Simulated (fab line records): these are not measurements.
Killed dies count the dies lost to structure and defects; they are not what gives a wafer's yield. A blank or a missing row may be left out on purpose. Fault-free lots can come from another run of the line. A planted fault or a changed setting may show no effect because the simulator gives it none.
fab line records	flow nand-harc
record: lots: 6	wafers: 18	last-day: 32
route steps=1302 shown A_M1@1175 END@1302
lots untouched by any fault: they come from a run of this same line in which no faults occurred
start-h: start of the lot's first displayed wafer, in hours after the record's first day	wait-h: time in hours since the lot's previous step	" unchanged from the row above	L1.1+2: one row covering several wafers at once	- either no value or no given start	* or withheld: withheld	< > ~ a bound
route shown NAME@n: names a module that has steps shown in the file, with the first one's number in the route	usual: the fault-free wafers' mean and standard deviation	same: alike in all rows	chamber/n: place in a boat	sites: each site's reading	_std_site: the standard deviation of these	_edge_site: inner sites' mean taken away from outer sites' mean	radius-mm: how far each site lies from the wafer's centre	mask NAME#n: copy n	behind: tool/chamber where the wafer was last shaped	hold: the reason the lot was held/the length of the hold in hours/how it ended	device: transistor that didn't switch, given as n, p or np	end of line: the tests these same wafers got at the end of their route	where a step has no rows: the recipe by itself	killed: dies lost to structure and defects at the first sort, not the wafer's yield	map: shows each die of a wafer: x if killed, . if not, _ if none is there
set.NAME: setting as actually run; set.NAME@STEP: the setting as run at that earlier step	model.NAME: the simulator's own value behind a step, which no gauge read
lots seen at some steps along the route; tables by step, rows by wafer
services: a tool's chamber out of use, with start hour (start-h, from the record's first day; less than 0 if before it), hours out, and reason
== steps ==
step: NHARC_A_M1_EBR_05
step: NHARC_A_M1_EXPOSE_06
recipe: na: 1.35	target-cd-nm: 120	dose-mj: 75.13	mask-id: A_M1
step: NHARC_A_M1_PEB_07
recipe: peb-temp-c: 100	peb-time-s: 65
step: NHARC_A_M1_DEVELOP_08
recipe: develop-time-s: 35	dev-temp-c: 23
step: NHARC_A_M1_CD_MEAS_09
recipe: target-cd-nm: 120	landing-energy-ev: 500
usual: cd-nm: 119.9/0.54
lot.wafer	tool	chamber	start-h	wait-h	cd-nm
L811.1	cd-sem-02	0	556.15	-	119.9
L811.2	"	0	"	"	120.4
L811.4	"	0	"	"	119.9
L812.2	cd-sem-01	0	559.68	-	119.9
L812.3	"	0	"	"	119.7
L812.4	"	0	"	"	120.2
L814.1	cd-sem-03	0	580.38	-	120.2
L814.5	"	0	"	"	119.5
L814.6	"	0	"	"	119.1
L813.2	cd-sem-02	0	598.12	-	120.4
L813.3	"	0	"	"	120.3
L813.6	"	0	"	"	119.9
L815.1	cd-sem-02	0	614.16	-	119.9
L815.4	"	0	"	"	119.5
L815.6	"	0	"	"	119.6
L822.2	cd-sem-03	0	681.80	-	120.3
L822.4	"	0	"	"	119.9
L822.6	"	0	"	"	120.3
step: NHARC_A_M1_OVL_MEAS_10
recipe: pitch-nm: 240
usual: overlay-x-nm: 0.1/0.84	overlay-y-nm: 0.2/0.87
lot.wafer	tool	chamber	start-h	wait-h	overlay-x-nm	overlay-y-nm
L811.1	overlay-01	-	556.24	-	-0.2	-1.1
L811.2	"	-	"	"	0.1	-1.1
L811.4	"	-	"	"	0.1	-0.3
L812.2	overlay-02	-	559.77	-	0.4	0.4
L812.3	"	-	"	"	0.9	0.6
L812.4	"	-	"	"	1.0	0.5
L814.1	overlay-01	-	580.47	-	-0.3	1.1
L814.5	"	-	"	"	-0.8	0.3
L814.6	"	-	"	"	-0.5	0.6
L813.2	overlay-01	-	598.21	-	0.1	0.0
L813.3	"	-	"	"	0.0	0.6
L813.6	"	-	"	"	0.3	1.0
L815.1	overlay-02	-	614.25	-	-0.2	-0.1
L815.4	"	-	"	"	-1.0	0.0
L815.6	"	-	"	"	-1.0	0.3
L822.2	overlay-01	-	681.89	-	0.0	-0.6
L822.4	"	-	"	"	-0.9	-0.4
L822.6	"	-	"	"	-0.2	-0.1
step: NHARC_A_M1_INSPECT_11
usual: raw-defect-count: 94/32
lot.wafer	tool	chamber	start-h	wait-h	raw-defect-count
L811.1	defect-inspect-02	-	556.28	0.0	74
L811.2	"	-	"	"	60
L811.4	"	-	"	"	63
L812.2	defect-inspect-02	-	559.80	0.0	114
L812.3	"	-	"	"	121
L812.4	"	-	"	"	122
L814.1	defect-inspect-02	-	580.50	0.0	105
L814.5	"	-	"	"	89
L814.6	"	-	"	"	110
L813.2	defect-inspect-02	-	598.25	0.0	141
L813.3	"	-	"	"	107
L813.6	"	-	"	"	124
L815.1	defect-inspect-01	-	614.28	0.0	82
L815.4	"	-	"	"	87
L815.6	"	-	"	"	80
L822.2	defect-inspect-01	-	681.93	0.0	53
L822.4	"	-	"	"	49
L822.6	"	-	"	"	52
step: NHARC_A_M1_DESCUM_14
recipe: time-s: 3	o2-flow-sccm: 200	ar-flow-sccm: 0	bias-power-w: 0	chemistry: O2
usual: drypump-motor-current-A: 5.5/0.48	oes-product-au: 0.998/0.0081	rf-vpp-V: 57.9/0.91	showerhead-plenum-p-Torr: 1.93/0.099	throttle-valve-pct: 11.310/0.0094
lot.wafer	tool	chamber	start-h	wait-h	drypump-motor-current-A	oes-product-au	rf-hours-counter-h	rf-vpp-V	showerhead-plenum-p-Torr	throttle-valve-pct
L811.1	rie-diel-06	2	556.34	0.1	6.0	0.989	2.1	58.2	1.92	11.310
L811.4	"	3	"	"	6.0	0.992	4.2	57.0	1.91	11.313
L811.2	"	1	"	"	5.9	0.987	3.9	58.5	1.99	11.327
L812.2	rie-diel-02	2	559.87	0.1	4.8	0.990	4.1	58.8	2.06	11.309
L812.3	"	3	"	"	5.4	0.981	4.2	58.0	2.03	11.311
L812.4	"	1	"	"	5.7	0.998	3.8	57.3	1.79	11.302
L814.1	rie-diel-06	0	580.57	0.1	5.7	0.990	5.7	57.0	2.00	11.319
L814.6	"	3	"	"	6.0	0.985	-	58.0	1.91	11.312
L814.5	"	0	"	"	5.8	0.996	-	57.8	2.00	11.313
L813.2	rie-diel-02	0	598.32	0.1	4.7	0.990	0.3	58.7	1.78	11.316
L813.3	"	1	"	"	5.6	0.993	0.2	57.8	1.79	11.321
L813.6	"	3	"	"	5.4	0.989	-	57.4	2.03	11.312
L815.1	rie-diel-02	0	614.36	0.1	4.8	1.007	0.4	56.9	1.78	11.312
L815.4	"	1	"	"	5.7	0.991	0.4	56.3	1.79	11.316
L815.6	"	3	"	"	5.4	1.002	-	57.8	2.03	11.314
L822.2	rie-diel-01	1	682.01	0.1	6.0	1.007	5.1	58.1	1.93	11.308
L822.4	"	2	"	"	5.4	0.999	4.9	59.0	1.89	11.303
L822.6	"	0	"	"	5.5	1.015	-	56.8	1.93	11.314
step: NHARC_A_M1_ETCH_35
recipe: target-depth-a: 400	overetch-a: 120	time-s: 43.94	ion-energy-ev: 200	n2-flow-sccm: 150	h2-flow-sccm: 150	ar-flow-sccm: 0	rf-w: 400	bias-w: 150	chemistry: N2/H2
usual: bias-w: 150.1/0.45	chamber-pressure-mTorr: 30.000/0.028	drypump-motor-current-A: 5.5/0.47	oes-product-au: 0.999/0.0077	rf-vpp-V: 431/3.2	showerhead-plenum-p-Torr: 2.05/0.11	throttle-valve-pct: 14.172/0.0091
lot.wafer	tool	chamber	start-h	wait-h	bias-w	chamber-pressure-mTorr	drypump-motor-current-A	oes-product-au	rf-hours-counter-h	rf-vpp-V	showerhead-plenum-p-Torr	throttle-valve-pct
L811.2	rie-diel-06	2	556.42	0.1	149.7	30.018	5.9	0.995	2.1	431	2.04	14.172
L811.4	"	3	"	"	150.0	29.983	6.0	0.996	4.2	431	2.04	14.172
L811.1	"	1	"	"	149.3	29.974	5.9	0.994	3.9	433	2.13	14.160
L812.4	rie-diel-02	1	559.96	0.1	149.7	29.972	5.7	0.996	3.8	426	1.91	14.180
L812.2	"	2	"	"	149.5	29.973	4.8	1.003	4.1	434	2.21	14.185
L812.3	"	3	"	"	150.0	30.024	5.4	0.991	4.2	434	2.16	14.162
L814.1	rie-diel-06	3	580.66	0.1	150.3	30.039	6.0	0.984	6.2	431	2.04	14.177
L814.6	"	3	"	"	149.9	29.966	6.0	0.985	-	430	2.04	14.196
L814.5	"	2	"	"	149.5	29.986	5.9	0.994	-	430	2.04	14.168
L813.3	rie-diel-02	0	598.39	0.1	149.2	30.037	4.8	0.995	0.3	427	1.90	14.169
L813.2	"	3	"	"	149.8	29.989	5.4	1.006	0.3	434	2.16	14.172
L813.6	"	0	"	"	150.2	29.963	4.8	1.010	-	426	1.90	14.164
L815.1	rie-diel-02	1	614.43	0.1	149.1	29.988	5.7	0.986	0.4	427	1.91	14.183
L815.4	"	3	"	"	150.9	30.006	5.4	1.001	0.5	433	2.16	14.178
L815.6	"	2	"	"	150.7	30.013	4.8	0.998	-	435	2.20	14.164
L822.4	rie-diel-01	3	682.09	0.1	149.8	29.991	6.3	0.999	5.3	433	2.09	14.161
L822.2	"	0	"	"	149.9	30.033	5.5	0.997	5.5	431	2.06	14.166
L822.6	"	2	"	"	150.2	30.021	5.4	1.005	-	430	2.01	14.174
step: NHARC_A_M1_ETCH_15
recipe: target-depth-a: 1825	time-s: 91.2	c4f8-flow-sccm: withheld	ar-flow-sccm: 400	rf-w: 600	bias-w: 300	chemistry: C4F8/Ar
usual: bias-w: 300.1/0.82	chamber-pressure-mTorr: 25.001/0.023	oes-product-au: 0.953/0.022	rf-vpp-V: 442/3.2
lot.wafer	tool	chamber	start-h	wait-h	bias-w	chamber-pressure-mTorr	oes-product-au	rf-hours-counter-h	rf-vpp-V
L811.4	rie-diel-06	3	-	-	300.6	24.990	0.913	4.2	441
L811.1	"	0	"	"	299.7	25.016	0.918	4.3	443
L811.2	"	1	"	"	300.8	24.993	0.926	3.9	443
L812.4	rie-diel-02	2	-	-	299.6	25.024	0.964	4.1	447
L812.2	"	3	"	"	299.4	24.985	0.944	4.2	447
L812.3	"	0	"	"	298.2	25.008	0.967	3.8	437
L814.1	rie-diel-06	0	-	-	299.6	24.981	0.951	5.7	444
L814.6	"	3	"	"	299.5	25.039	0.936	-	439
L814.5	"	0	"	"	300.6	25.018	0.949	-	443
L813.2	rie-diel-02	2	-	-	300.1	24.961	0.961	0.3	445
L813.3	"	1	"	"	299.9	24.983	0.980	0.3	437
L813.6	"	3	"	"	300.2	25.034	0.954	-	443
L815.1	rie-diel-02	3	-	-	299.9	25.020	0.962	0.5	444
L815.4	"	0	"	"	299.0	25.002	0.958	0.4	437
L815.6	"	2	"	"	300.5	25.014	0.968	-	446
L822.2	rie-diel-01	0	-	-	301.4	25.029	0.922	5.5	443
L822.4	"	3	"	"	301.2	24.969	0.927	5.4	442
L822.6	"	0	"	"	300.7	24.970	0.936	-	441
step: NHARC_A_M1_CD_MEAS_16
usual: cd-nm: 119.7/0.56
lot.wafer	tool	chamber	start-h	wait-h	cd-nm
L811.1	cd-sem-03	-	556.64	-	120.2
L811.2	"	-	"	"	119.2
L811.4	"	-	"	"	119.7
L812.2	cd-sem-03	-	560.17	-	119.0
L812.3	"	-	"	"	119.6
L812.4	"	-	"	"	119.7
L814.1	cd-sem-03	-	580.91	-	119.9
L814.5	"	-	"	"	119.6
L814.6	"	-	"	"	119.3
L813.2	cd-sem-01	-	598.63	-	120.4
L813.3	"	-	"	"	120.0
L813.6	"	-	"	"	119.8
L815.1	cd-sem-03	-	614.65	-	119.2
L815.4	"	-	"	"	118.6
L815.6	"	-	"	"	119.4
L822.2	cd-sem-01	-	682.30	-	119.9
L822.4	"	-	"	"	119.8
L822.6	"	-	"	"	119.7
step: NHARC_A_M1_STRIP_18
recipe: power-w: 1000	n2-flow-sccm: 150	h2-flow-sccm: 150	ar-flow-sccm: 0	bias-w: 0	chemistry: N2/H2
usual: drypump-motor-current-A: 5.6/0.46	oes-product-au: 1.000/0.0081	rf-vpp-V: 90.7/1	showerhead-plenum-p-Torr: 2.06/0.093	throttle-valve-pct: 14.171/0.0093
lot.wafer	tool	chamber	start-h	wait-h	drypump-motor-current-A	oes-product-au	rf-hours-counter-h	rf-vpp-V	showerhead-plenum-p-Torr	throttle-valve-pct
L811.2	rie-diel-02	0	556.74	0.1	4.7	0.989	3.6	89.8	1.90	14.173
L811.4	"	1	"	"	5.7	0.994	3.7	90.6	1.91	14.164
L811.1	"	2	"	"	4.8	0.994	3.9	89.6	2.20	14.176
L812.4	rie-diel-06	2	560.24	0.1	5.9	0.998	2.5	91.0	2.04	14.175
L812.2	"	0	"	"	5.6	1.001	4.5	90.2	2.14	14.178
L812.3	"	1	"	"	5.9	0.996	4.0	92.8	2.13	14.158
L814.1	rie-diel-01	0	581.01	0.1	5.5	0.998	0.8	92.4	2.06	14.185
L814.6	"	3	"	"	6.3	1.003	-	91.0	2.09	14.163
L814.5	"	0	"	"	5.5	1.007	-	90.3	2.06	14.169
L813.2	rie-diel-06	2	598.73	0.1	5.9	1.000	4.1	90.7	2.04	14.178
L813.3	"	3	"	"	5.9	0.986	6.6	91.1	2.04	14.170
L813.6	"	1	"	"	5.9	0.993	-	91.0	2.12	14.169
L815.1	rie-diel-01	1	614.75	0.1	5.9	0.998	3.5	90.6	2.05	14.164
L815.4	"	2	"	"	5.4	0.994	3.4	91.2	2.01	14.166
L815.6	"	0	"	"	5.5	1.008	-	90.9	2.06	14.151
L822.2	rie-diel-02	0	682.37	0.1	4.8	1.005	2.7	89.3	1.89	14.162
L822.4	"	1	"	"	5.6	1.003	2.7	89.8	1.91	14.181
L822.6	"	1	"	"	5.7	1.009	-	88.0	1.91	14.185
step: NHARC_A_M1_ETCH_28
recipe: target-depth-a: 300	over-etch-frac: 0.3	time-s: 72.99	ion-energy-ev: 150	cf4-flow-sccm: 50	n2-flow-sccm: 100	ar-flow-sccm: 150	rf-w: 300	bias-w: 100	chemistry: CF4/N2
usual: bias-w: 100.0/0.31	cf4-flow-sccm: 49.99/0.16	drypump-motor-current-A: 5.6/0.47	oes-product-au: 0.999/0.0085	rf-vpp-V: 314.4/1.9	showerhead-plenum-p-Torr: 2.65/0.11	throttle-valve-pct: 19.795/0.009
lot.wafer	tool	chamber	start-h	wait-h	bias-w	cf4-flow-sccm	drypump-motor-current-A	oes-product-au	rf-hours-counter-h	rf-vpp-V	showerhead-plenum-p-Torr	throttle-valve-pct
L811.4	rie-diel-02	0	556.96	-	100.1	50.26	4.7	0.994	3.7	312.3	2.46	19.811
L811.1	"	1	"	"	99.7	50.06	5.6	0.999	3.7	311.2	2.47	19.781
L811.2	"	3	"	"	99.4	50.12	5.4	0.983	4.1	314.6	2.77	19.801
L812.3	rie-diel-06	3	560.48	-	-	-	-	-	-	-	-	-
L812.4	"	1	"	"	-	-	-	-	-	-	-	-
L812.2	"	2	"	"	-	-	-	-	-	-	-	-
L814.1	rie-diel-01	3	581.23	-	-	-	-	-	-	-	-	-
L814.5	"	2	"	"	-	-	-	-	-	-	-	-
L814.6	"	3	"	"	-	-	-	-	-	-	-	-
L813.3	rie-diel-06	3	598.95	-	100.4	50.05	6.0	0.997	6.6	313.5	2.62	19.814
L813.2	"	1	"	"	100.4	50.02	5.9	0.984	5.0	315.8	2.73	19.801
L813.6	"	2	"	"	100.3	50.16	5.9	0.985	-	314.9	2.63	19.783
L815.1	rie-diel-01	3	614.98	-	100.0	49.84	6.3	0.998	3.8	313.4	2.69	19.800
L815.4	"	1	"	"	99.7	50.36	5.9	0.996	3.6	314.1	2.64	19.792
L815.6	"	3	"	"	99.9	50.08	6.3	1.004	-	315.0	2.69	19.783
L822.4	rie-diel-02	0	682.61	-	99.8	50.05	4.8	1.008	2.8	312.8	2.45	19.799
L822.2	"	2	"	"	99.9	50.03	4.8	1.016	2.7	317.0	2.82	19.799
L822.6	"	3	"	"	100.6	49.95	5.4	1.014	-	315.1	2.77	19.804
step: NHARC_A_M1_STRIP_19
recipe: time-s: 600	temp-c: 30	chemistry: post-etch-residue-remover
step: NHARC_END_SORT_01
recipe: temp-c: 25
usual: defect-limited-yield: 89.9/2.6	killed-at-array: 63/18	killed-at-other: 1.1/1.3	killed-at-periphery: 4.3/2.8	killed-dies: 68/18	killed-open: 3.3/2	killed-short: 2.4/1.6
same: gross-dies: 677
lot.wafer	tool	chamber	start-h	wait-h	hold	defect-limited-yield[%]	killed-at-array	killed-at-other	killed-at-periphery	killed-dies	killed-open	killed-short
L811.1	prober-02	0	592.26	2.5	-	91.0	54	0	7	61	6	2
L811.2	prober-02	0	593.07	2.8	-	92.9	45	1	2	48	3	3
L811.4	prober-02	0	594.67	3.4	-	93.1	42	1	4	47	1	2
L812.2	prober-01	0	600.84	2.8	await-dispo/9.1h/scrap	0	669	2	6	677	6	4
L812.3	prober-01	0	601.65	3.1	await-dispo/9.1h/scrap	0	672	0	5	677	4	1
L812.4	prober-01	0	602.45	3.4	await-dispo/9.1h/scrap	0	676	0	1	677	2	2
L813.2	prober-01	0	722.05	2.8	-	86.1	83	1	10	94	3	2
L813.3	prober-01	0	722.84	3.1	-	89.5	68	0	3	71	4	0
L813.6	prober-01	0	725.21	4.0	-	86.3	85	0	8	93	4	0
L814.1	prober-02	0	729.10	2.5	await-dispo/2.0h/scrap	0	672	1	4	677	5	1
L814.5	prober-02	0	732.25	3.7	await-dispo/2.0h/scrap	0	674	1	2	677	2	4
L814.6	prober-02	0	733.04	3.9	await-dispo/2.0h/scrap	0	674	2	1	677	1	0
L815.1	prober-01	0	736.74	2.5	-	90.3	63	0	3	66	6	2
L815.4	prober-01	0	739.15	3.4	-	90.0	62	2	4	68	4	4
L815.6	prober-01	0	740.76	4.0	-	90.1	58	3	6	67	8	2
L822.2	prober-01	0	768.92	2.8	-	92.9	46	1	1	48	6	3
L822.4	prober-01	0	770.51	3.4	-	93.4	44	0	1	45	4	3
L822.6	prober-01	0	772.10	4.0	-	91.9	51	3	1	55	1	4
killed by level:class
L811.1 A_CHANNEL_HOLE_D2:chamber-film-flake=39 P_GATE:chamber-film-flake=5 A_CHANNEL_HOLE_D1:chamber-film-flake=3 A_STAIRCASE:chamber-film-flake=3 A_M0:geometric-particle:open=2 P_GATE:geometric-particle:open=1 A_ONON_D1:geometric-particle:open=1 A_CHANNEL_FILL_D1:geometric-particle:short=1
L811.2 A_CHANNEL_HOLE_D2:chamber-film-flake=32 A_CHANNEL_HOLE_D1:chamber-film-flake=3 P_GATE:chamber-film-flake=2 A_STAIRCASE:chamber-film-flake=2 A_ONON_D1:geometric-particle:short=1 A_CHANNEL_HOLE_D1:geometric-particle:short=1 A_CHANNEL_FILL_D1:geometric-particle:open=1 A_CONTACT:geometric-particle:short=1
L811.4 A_CHANNEL_HOLE_D2:chamber-film-flake=31 A_DECK1_JOINT:chamber-film-flake=3 A_STAIRCASE:chamber-film-flake=3 P_GATE:chamber-film-flake=2 A_CHANNEL_HOLE_D1:geometric-particle:short=1 A_WL_FILL:geometric-particle:short=1 A_M0:geometric-particle:open=1 P_STI:chamber-film-flake=1
L812.2 A_M1:area-etch=591 A_CHANNEL_HOLE_D2:chamber-film-flake=37 A_CHANNEL_HOLE_D1:chamber-film-flake=27 A_STAIRCASE:chamber-film-flake=5 P_ZERO_WELL:chamber-film-flake=3 A_ONON_D1:geometric-particle:open=2 STARTING-WAFER:geometric-particle:short=2 P_M0:geometric-particle:open=1
L812.3 A_M1:area-etch=597 A_CHANNEL_HOLE_D2:chamber-film-flake=38 A_CHANNEL_HOLE_D1:chamber-film-flake=26 P_M2:chamber-film-flake=3 A_STAIRCASE:chamber-film-flake=3 A_DECK1_JOINT:geometric-particle:open=2 P_ZERO_WELL:chamber-film-flake=2 A_CONTACT:chamber-film-flake=2
L812.4 A_M1:area-etch=590 A_CHANNEL_HOLE_D1:chamber-film-flake=38 A_CHANNEL_HOLE_D2:chamber-film-flake=32 A_STAIRCASE:chamber-film-flake=7 A_CHANNEL_FILL_D2:geometric-particle:open=2 A_SLIT:chamber-film-flake=2 A_CHANNEL_FILL_D2:geometric-particle:short=1 A_SGD_CUT:geometric-particle:short=1
L813.2 A_CHANNEL_HOLE_D2:chamber-film-flake=34 A_CHANNEL_HOLE_D1:chamber-film-flake=32 P_M1:chamber-film-flake=7 A_CONTACT:chamber-film-flake=5 A_STAIRCASE:chamber-film-flake=3 A_SGD_CUT:chamber-film-flake=2 P_GATE:geometric-particle:open=1 A_CHANNEL_HOLE_D1:geometric-particle:open=1
L813.3 A_CHANNEL_HOLE_D2:chamber-film-flake=30 A_CHANNEL_HOLE_D1:chamber-film-flake=18 A_SLIT:chamber-film-flake=4 A_CONTACT:chamber-film-flake=4 A_SGD_CUT:chamber-film-flake=3 A_CHANNEL_FILL_D2:chamber-film-flake=3 P_M1:chamber-film-flake=2 A_CHANNEL_FILL_D1:geometric-particle:open=1
L813.6 A_CHANNEL_HOLE_D1:chamber-film-flake=32 A_CHANNEL_HOLE_D2:chamber-film-flake=28 A_CONTACT:chamber-film-flake=6 P_M1:chamber-film-flake=5 A_SGD_CUT:chamber-film-flake=5 A_SLIT:chamber-film-flake=4 A_CHANNEL_FILL_D1:chamber-film-flake=2 A_CHANNEL_FILL_D2:chamber-film-flake=2
L814.1 A_M1:area-etch=596 A_CHANNEL_HOLE_D2:chamber-film-flake=31 A_SLIT:chamber-film-flake=31 A_CONTACT:chamber-film-flake=4 A_STAIRCASE:chamber-film-flake=3 A_CHANNEL_HOLE_D1:chamber-film-flake=2 A_DECK1_JOINT:chamber-film-flake=2 P_STI:geometric-particle:open=1
L814.5 A_M1:area-etch=603 A_CHANNEL_HOLE_D2:chamber-film-flake=35 A_SLIT:chamber-film-flake=25 A_CONTACT:chamber-film-flake=3 A_CHANNEL_HOLE_D1:chamber-film-flake=2 A_CHANNEL_FILL_D1:geometric-particle:short=1 A_CHANNEL_FILL_D1:geometric-particle:open=1 A_CHANNEL_HOLE_D2:geometric-particle:short=1
L814.6 A_M1:area-etch=611 A_SLIT:chamber-film-flake=28 A_CHANNEL_HOLE_D2:chamber-film-flake=27 A_STAIRCASE:chamber-film-flake=3 A_CONTACT:chamber-film-flake=2 THIN_TSV:chamber-film-flake=2 A_ONON_D2:geometric-particle:open=1 P_M1:chamber-film-flake=1
L815.1 A_CHANNEL_HOLE_D1:chamber-film-flake=34 A_CHANNEL_HOLE_D2:chamber-film-flake=12 A_CONTACT:chamber-film-flake=5 A_M0:chamber-film-flake=3 A_ONON_D2:geometric-particle:open=2 P_GATE:geometric-particle:open=1 P_CONTACT:geometric-particle:short=1 P_M1:geometric-particle:open=1
L815.4 A_CHANNEL_HOLE_D1:chamber-film-flake=30 A_CHANNEL_HOLE_D2:chamber-film-flake=11 A_CONTACT:chamber-film-flake=6 A_STAIRCASE:chamber-film-flake=3 A_CHANNEL_FILL_D1:chamber-film-flake=2 A_SLIT:chamber-film-flake=2 THIN_TSV:chamber-film-flake=2 P_M0:geometric-particle:open=1
L815.6 A_CHANNEL_HOLE_D1:chamber-film-flake=31 A_CHANNEL_HOLE_D2:chamber-film-flake=10 A_STAIRCASE:chamber-film-flake=4 A_CONTACT:chamber-film-flake=4 THIN_TSV:chamber-film-flake=3 P_CONTACT:geometric-particle:open=2 P_M0:geometric-particle:open=2 A_WL_FILL:geometric-particle:open=2
L822.2 A_CHANNEL_HOLE_D2:chamber-film-flake=19 A_CHANNEL_HOLE_D1:chamber-film-flake=12 A_CHANNEL_HOLE_D2:geometric-particle:short=2 A_SGD_CUT:geometric-particle:open=2 A_BLC:geometric-particle:open=2 A_STAIRCASE:chamber-film-flake=2 A_CONTACT:chamber-film-flake=2 A_CHANNEL_FILL_D2:geometric-particle:open=1
L822.4 A_CHANNEL_HOLE_D2:chamber-film-flake=12 A_CHANNEL_HOLE_D1:chamber-film-flake=10 A_SLIT:chamber-film-flake=5 A_WL_FILL:chamber-film-flake=4 A_CONTACT:chamber-film-flake=3 A_ZERO_WELL:chamber-film-flake=2 A_STAIRCASE:chamber-film-flake=2 P_M0:geometric-particle:open=1
L822.6 A_CHANNEL_HOLE_D2:chamber-film-flake=19 A_CHANNEL_HOLE_D1:chamber-film-flake=10 A_SLIT:chamber-film-flake=5 A_WL_FILL:chamber-film-flake=4 A_CONTACT:chamber-film-flake=4 THIN_TSV:chamber-film-flake=3 A_STAIRCASE:chamber-film-flake=2 P_M0:geometric-particle:short=1
map L812.2 (x killed, . not)
____________x____________
_________xxxxxxx_________
_______xxxxxxxxxxx_______
______xxxxxxxxxxxxx______
_____xxxxxxxxxxxxxxx_____
____xxxxxxxxxxxxxxxxx____
____xxxxxxxxxxxxxxxxx____
___xxxxxxxxxxxxxxxxxxx___
___xxxxxxxxxxxxxxxxxxx___
__xxxxxxxxxxxxxxxxxxxxx__
__xxxxxxxxxxxxxxxxxxxxx__
_xxxxxxxxxxxxxxxxxxxxxxx_
_xxxxxxxxxxxxxxxxxxxxxxx_
_xxxxxxxxxxxxxxxxxxxxxxx_
_xxxxxxxxxxxxxxxxxxxxxxx_
_xxxxxxxxxxxxxxxxxxxxxxx_
xxxxxxxxxxxxxxxxxxxxxxxxx
xxxxxxxxxxxxxxxxxxxxxxxxx
xxxxxxxxxxxxxxxxxxxxxxxxx
xxxxxxxxxxxxxxxxxxxxxxxxx
xxxxxxxxxxxxxxxxxxxxxxxxx
_xxxxxxxxxxxxxxxxxxxxxxx_
_xxxxxxxxxxxxxxxxxxxxxxx_
_xxxxxxxxxxxxxxxxxxxxxxx_
_xxxxxxxxxxxxxxxxxxxxxxx_
_xxxxxxxxxxxxxxxxxxxxxxx_
__xxxxxxxxxxxxxxxxxxxxx__
__xxxxxxxxxxxxxxxxxxxxx__
___xxxxxxxxxxxxxxxxxxx___
___xxxxxxxxxxxxxxxxxxx___
____xxxxxxxxxxxxxxxxx____
____xxxxxxxxxxxxxxxxx____
_____xxxxxxxxxxxxxxx_____
______xxxxxxxxxxxxx______
_______xxxxxxxxxxx_______
_________xxxxxxx_________
____________x____________
map L814.1 (x killed, . not)
____________x____________
_________xxxxxxx_________
_______xxxxxxxxxxx_______
______xxxxxxxxxxxxx______
_____xxxxxxxxxxxxxxx_____
____xxxxxxxxxxxxxxxxx____
____xxxxxxxxxxxxxxxxx____
___xxxxxxxxxxxxxxxxxxx___
___xxxxxxxxxxxxxxxxxxx___
__xxxxxxxxxxxxxxxxxxxxx__
__xxxxxxxxxxxxxxxxxxxxx__
_xxxxxxxxxxxxxxxxxxxxxxx_
_xxxxxxxxxxxxxxxxxxxxxxx_
_xxxxxxxxxxxxxxxxxxxxxxx_
_xxxxxxxxxxxxxxxxxxxxxxx_
_xxxxxxxxxxxxxxxxxxxxxxx_
xxxxxxxxxxxxxxxxxxxxxxxxx
xxxxxxxxxxxxxxxxxxxxxxxxx
xxxxxxxxxxxxxxxxxxxxxxxxx
xxxxxxxxxxxxxxxxxxxxxxxxx
xxxxxxxxxxxxxxxxxxxxxxxxx
_xxxxxxxxxxxxxxxxxxxxxxx_
_xxxxxxxxxxxxxxxxxxxxxxx_
_xxxxxxxxxxxxxxxxxxxxxxx_
_xxxxxxxxxxxxxxxxxxxxxxx_
_xxxxxxxxxxxxxxxxxxxxxxx_
__xxxxxxxxxxxxxxxxxxxxx__
__xxxxxxxxxxxxxxxxxxxxx__
___xxxxxxxxxxxxxxxxxxx___
___xxxxxxxxxxxxxxxxxxx___
____xxxxxxxxxxxxxxxxx____
____xxxxxxxxxxxxxxxxx____
_____xxxxxxxxxxxxxxx_____
______xxxxxxxxxxxxx______
_______xxxxxxxxxxx_______
_________xxxxxxx_________
____________x____________
== services ==
tool	chamber	start-h	hours	kind
rie-diel-02	0	549.75	-	clean
rie-diel-02	1	549.75	-	clean
rie-diel-02	2	549.75	-	clean
rie-diel-02	3	549.75	-	clean
rie-diel-02	2	555.16	1.3	repair
rie-diel-01	-	557.80	9.0	pm
rie-diel-02	-	570.72	9.0	pm
rie-diel-02	0	570.72	9.0	vent-cycle
rie-diel-02	1	570.72	9.0	vent-cycle
rie-diel-02	2	570.72	9.0	vent-cycle
rie-diel-02	3	570.72	9.0	vent-cycle
rie-diel-02	0	579.72	-	clean
rie-diel-02	1	579.72	-	clean
rie-diel-02	2	579.72	-	clean
rie-diel-02	3	579.72	-	clean
rie-diel-06	1	580.33	12.8	repair
rie-diel-02	0	604.22	-	clean
rie-diel-02	1	604.22	-	clean
rie-diel-02	2	604.22	-	clean
rie-diel-02	3	604.22	-	clean
rie-diel-06	0	614.95	14.8	repair
rie-diel-06	1	616.95	4.2	repair
rie-diel-06	-	661.23	9.0	pm
rie-diel-01	0	670.60	5.7	repair
== key ==
first-sign: step: NHARC_A_M1_ETCH_28	reading: tool-record	direction: missing
effect: step: NHARC_END_SORT_01	reading: killed-at-array	direction: up	sigmas: 35	usual: 63	struck: 673
more-kills-born-at: NHARC_A_M1_ETCH_28@rie-diel-01: 1809	NHARC_A_M1_ETCH_28@rie-diel-06: 1778
met-at NHARC_A_M1_ETCH_28
struck-wafers L812.2,L812.3,L812.4,L814.1,L814.5,L814.6
later-rows-left-out L812.2,L812.3,L812.4,L814.1,L814.5,L814.6
fault: kind: skipped-step-whole	tool: rie-diel-01,rie-diel-06	chamber: -	onset-h: 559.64	steps: NHARC_A_M1_ETCH_28	scope: struck-lots-only
later-rows-left-out: the simulator's readings of these wafers behind a module that went badly wrong aren't trusted and aren't shown, but for the sort
